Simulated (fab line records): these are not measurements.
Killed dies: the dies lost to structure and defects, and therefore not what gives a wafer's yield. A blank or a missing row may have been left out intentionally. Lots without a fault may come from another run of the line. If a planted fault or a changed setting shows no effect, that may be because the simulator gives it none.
fab line records	flow nandHarc
record: lots: 6	wafers: 18	lastDay: 23
route steps=1159 shown A_ONON_D1@426
lots that met no fault: taken from a fault-free run of the same line
startH: hours from the record's first day to the start of the lot's first wafer shown	waitH: how many hours have passed since the lot's step before this one	" repeats the value in the row above	L1.1+2: a row that stands for several wafers	- either no value or no given start	* or withheld: withheld	< > ~ a bound
route shown NAME@n: names a module that has steps shown in the file, with the first one's number in the route	usual: average and standard deviation across the fault-free wafers	same: alike in all rows	chamber/n: place in a boat	sites: per-site readings	_std_site: how widely they spread, as a standard deviation	_edge_site: the outer-site mean with the inner-site mean subtracted	radiusMm: how far each site lies from the wafer's centre	mask NAME#n: copy n	behind: the tool/chamber that last shaped the wafer	hold: why the lot went on hold/how many hours it stayed there/how the hold came to an end	device: names the non-switching transistor (n, p or np)	end of line: the same wafers' tests at the end of the route	for a step that has no rows: nothing shown but its recipe	killed: dies lost to structure and defects at the first sort, not the wafer's yield	map: per-die view of a wafer (x killed, . not killed, _ where there is no die)
set.NAME: setting as actually run; set.NAME@STEP: the setting as run at that earlier step	model.NAME: the simulator's own value behind a step, which no gauge read
lots seen at some steps along the route; tables by step, rows by wafer
services: from which hour (startH, from the record's first day; less than 0 if before it) a tool's chamber was out of use, for how many hours, and why
== steps ==
step: NHARC_A_ONON_D1_DEP_03
recipe: targetThkA: 10000	n2FlowSccm: 2750	n2oFlowSccm: 2000	nh3FlowSccm: 500	sih4FlowSccm: 210	tempC: 400
step: NHARC_A_ONON_D1_THK_MEAS_05
recipe: thkMeasGauge: ellipsometry
usual: thkNm: 1001/10
lot.wafer	tool	chamber	startH	waitH	thkNm
L217.1	filmMetro-02	-	199.44	-	988
L217.4	"	-	"	"	990
L217.6	"	-	"	"	990
L218.1	filmMetro-01	-	199.45	-	1019
L218.2	"	-	"	"	1020
L218.5	"	-	"	"	1022
L223.1	filmMetro-02	-	234.41	-	1025
L223.5	"	-	"	"	1027
L223.6	"	-	"	"	1025
L228.3	filmMetro-02	-	266.76	-	997
L228.5	"	-	"	"	997
L228.6	"	-	"	"	997
L230.2	filmMetro-01	-	266.77	-	991
L230.3	"	-	"	"	992
L230.5	"	-	"	"	991
L233.1	filmMetro-01	-	293.68	-	1021
L233.4	"	-	"	"	1018
L233.6	"	-	"	"	1017
step: NHARC_A_ONON_D1_DEP_06
recipe: targetThkA: 10000	n2FlowSccm: 2750	n2oFlowSccm: 2000	nh3FlowSccm: 500	sih4FlowSccm: 210	tempC: 400
step: NHARC_A_ONON_D1_THK_MEAS_08
recipe: thkMeasGauge: ellipsometry
usual: thkNm: 1000/11
lot.wafer	tool	chamber	startH	waitH	thkNm
L218.1	filmMetro-01	-	200.01	-	1007
L218.2	"	-	"	"	1004
L218.5	"	-	"	"	1007
L217.1	filmMetro-02	-	200.01	-	983
L217.4	"	-	"	"	979
L217.6	"	-	"	"	981
L223.1	filmMetro-01	-	234.98	-	1010
L223.5	"	-	"	"	1009
L223.6	"	-	"	"	1011
L228.3	filmMetro-02	-	267.32	-	983
L228.5	"	-	"	"	984
L228.6	"	-	"	"	985
L230.2	filmMetro-01	-	267.33	-	990
L230.3	"	-	"	"	989
L230.5	"	-	"	"	990
L233.1	filmMetro-01	-	294.25	-	1003
L233.4	"	-	"	"	1002
L233.6	"	-	"	"	1001
step: NHARC_A_ONON_D1_DEP_09
recipe: targetThkA: 10000	n2FlowSccm: 2750	n2oFlowSccm: 2000	nh3FlowSccm: 500	sih4FlowSccm: 210	tempC: 400
step: NHARC_A_ONON_D1_THK_MEAS_11
recipe: thkMeasGauge: ellipsometry
usual: thkNm: 997/12
lot.wafer	tool	chamber	startH	waitH	thkNm
L218.1	filmMetro-01	-	200.57	-	998
L218.2	"	-	"	"	999
L218.5	"	-	"	"	1000
L217.1	filmMetro-02	-	200.57	-	1001
L217.4	"	-	"	"	1002
L217.6	"	-	"	"	1003
L223.1	filmMetro-02	-	235.54	-	989
L223.5	"	-	"	"	989
L223.6	"	-	"	"	990
L228.3	filmMetro-01	-	267.88	-	1000
L228.5	"	-	"	"	1000
L228.6	"	-	"	"	1001
L230.2	filmMetro-01	-	268.09	-	1005
L230.3	"	-	"	"	1003
L230.5	"	-	"	"	1004
L233.1	filmMetro-02	-	294.81	-	1009
L233.4	"	-	"	"	1009
L233.6	"	-	"	"	1009
step: NHARC_A_ONON_D1_DEP_12
recipe: targetThkA: 10000	n2FlowSccm: 2750	n2oFlowSccm: 2000	nh3FlowSccm: 500	sih4FlowSccm: 210	tempC: 400
step: NHARC_A_ONON_D1_THK_MEAS_14
recipe: thkMeasGauge: ellipsometry
usual: thkNm: 1004/7.9
lot.wafer	tool	chamber	startH	waitH	thkNm
L218.1	filmMetro-01	-	201.14	-	988
L218.2	"	-	"	"	990
L218.5	"	-	"	"	987
L217.1	filmMetro-02	-	201.14	-	1013
L217.4	"	-	"	"	1012
L217.6	"	-	"	"	1013
L223.1	filmMetro-01	-	236.11	-	1000
L223.5	"	-	"	"	1001
L223.6	"	-	"	"	1002
L228.3	filmMetro-01	-	268.45	-	995
L228.5	"	-	"	"	1000
L228.6	"	-	"	"	997
L230.2	filmMetro-02	-	268.66	-	1011
L230.3	"	-	"	"	1013
L230.5	"	-	"	"	1012
L233.1	filmMetro-02	-	295.37	-	1004
L233.4	"	-	"	"	1006
L233.6	"	-	"	"	1006
step: NHARC_A_ONON_D1_ANNEAL_15
recipe: tempC: 750	timeS: 3600
step: NHARC_A_ONON_D1_DEP_16
recipe: targetThkA: 10000	n2FlowSccm: 2750	n2oFlowSccm: 2000	nh3FlowSccm: 500	sih4FlowSccm: 210	tempC: 400
step: NHARC_A_ONON_D1_THK_MEAS_18
recipe: thkMeasGauge: ellipsometry
usual: thkNm: 998/9.3
lot.wafer	tool	chamber	startH	waitH	thkNm
L218.1	filmMetro-01	-	206.22	-	994
L218.2	"	-	"	"	993
L218.5	"	-	"	"	994
L217.1	filmMetro-01	-	206.23	-	1017
L217.4	"	-	"	"	1016
L217.6	"	-	"	"	1016
L223.1	filmMetro-01	-	246.41	-	1002
L223.5	"	-	"	"	1001
L223.6	"	-	"	"	1001
L230.2	filmMetro-01	-	276.52	-	989
L230.3	"	-	"	"	989
L230.5	"	-	"	"	991
L228.3	filmMetro-02	-	276.53	-	1014
L228.5	"	-	"	"	1013
L228.6	"	-	"	"	1014
L233.1	filmMetro-02	-	302.47	-	998
L233.4	"	-	"	"	996
L233.6	"	-	"	"	995
step: NHARC_A_ONON_D1_DEP_19
recipe: targetThkA: 10000	n2FlowSccm: 2750	n2oFlowSccm: 2000	nh3FlowSccm: 500	sih4FlowSccm: 210	tempC: 400
usual: sih4FlowSccm: 209.9/0.56
lot.wafer	tool	chamber	startH	waitH	sih4FlowSccm
L218.1	pecvdOnon-03	0	206.28	0.1	210.2
L218.2	"	0	"	"	209.2
L218.5	"	0	"	"	209.6
L217.1	pecvdOnon-02	0	206.29	0.1	210.2
L217.4	"	0	"	"	209.3
L217.6	"	0	"	"	210.9
L223.1	pecvdOnon-02	0	246.60	0.2	210.6
L223.5	"	0	"	"	210.9
L223.6	"	0	"	"	211.1
L230.2	pecvdOnon-02	0	276.63	0.1	209.7
L230.3	"	0	"	"	210.1
L230.5	"	0	"	"	210.0
L228.3	pecvdOnon-03	0	276.70	0.2	210.2
L228.5	"	0	"	"	210.0
L228.6	"	0	"	"	210.6
L233.1	pecvdOnon-03	0	302.53	0.1	209.7
L233.4	"	0	"	"	209.4
L233.6	"	0	"	"	210.4
step: NHARC_A_ONON_D1_THK_MEAS_21
recipe: thkMeasGauge: ellipsometry
usual: thkNm: 1001/9.3
lot.wafer	tool	chamber	startH	waitH	thkNm
L218.1	filmMetro-01	-	206.80	-	986
L218.2	"	-	"	"	986
L218.5	"	-	"	"	986
L217.1	filmMetro-01	-	206.80	-	997
L217.4	"	-	"	"	997
L217.6	"	-	"	"	998
L223.1	filmMetro-02	-	247.12	-	1007
L223.5	"	-	"	"	1009
L223.6	"	-	"	"	1008
L230.2	filmMetro-02	-	277.08	-	981
L230.3	"	-	"	"	978
L230.5	"	-	"	"	978
L228.3	filmMetro-02	-	277.11	-	1045
L228.5	"	-	"	"	1044
L228.6	"	-	"	"	1045
L233.1	filmMetro-02	-	303.04	-	1033
L233.4	"	-	"	"	1030
L233.6	"	-	"	"	1032
step: NHARC_A_ONON_D1_DEP_22
recipe: targetThkA: 10000	n2FlowSccm: 2750	n2oFlowSccm: 2000	nh3FlowSccm: 500	sih4FlowSccm: 210	tempC: 400
== services ==
tool	chamber	startH	hours	kind
pecvdOnon-02	-	292.00	13.0	pm
== key ==
firstSign: step: NHARC_A_ONON_D1_THK_MEAS_21	reading: thkNm	direction: up	sigmas: 3.9	usual: 1001	struck: 1038
effect none on later readings
metAt NHARC_A_ONON_D1_DEP_19
struckWafers L228.3,L228.5,L228.6,L233.1,L233.4,L233.6
laterRowsLeftOut L228.5,L233.1,L233.4,L233.6
sortLeftOut L228.3,L228.5,L228.6,L233.1,L233.4,L233.6
testerLeftOut L228,L233
onsetBetween 206.28 276.70
alsoFits time
fault: kind: processParameterDrift	tool: pecvdOnon-03	chamber: -	onsetH: 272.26	steps: NHARC_A_ONON_D1_DEP_19	channel: targetThkA	offset: *	shape: step	endH: 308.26	actsIn: *	stated: *
testerLeftOut: of these lots the tester's yield and bins aren't shown, on N5 and GAA mostly nor the transistor test; their killed dies are dies lost to structure and defects alone, not to doping, threshold or leakage, so they don't give the yield
sortLeftOut: the simulated sort isn't trusted on such a fault, so these wafers' sort isn't shown, and their yield isn't known
laterRowsLeftOut: the simulator's readings of these wafers behind a module that went badly wrong aren't trusted and aren't shown, but for the sort
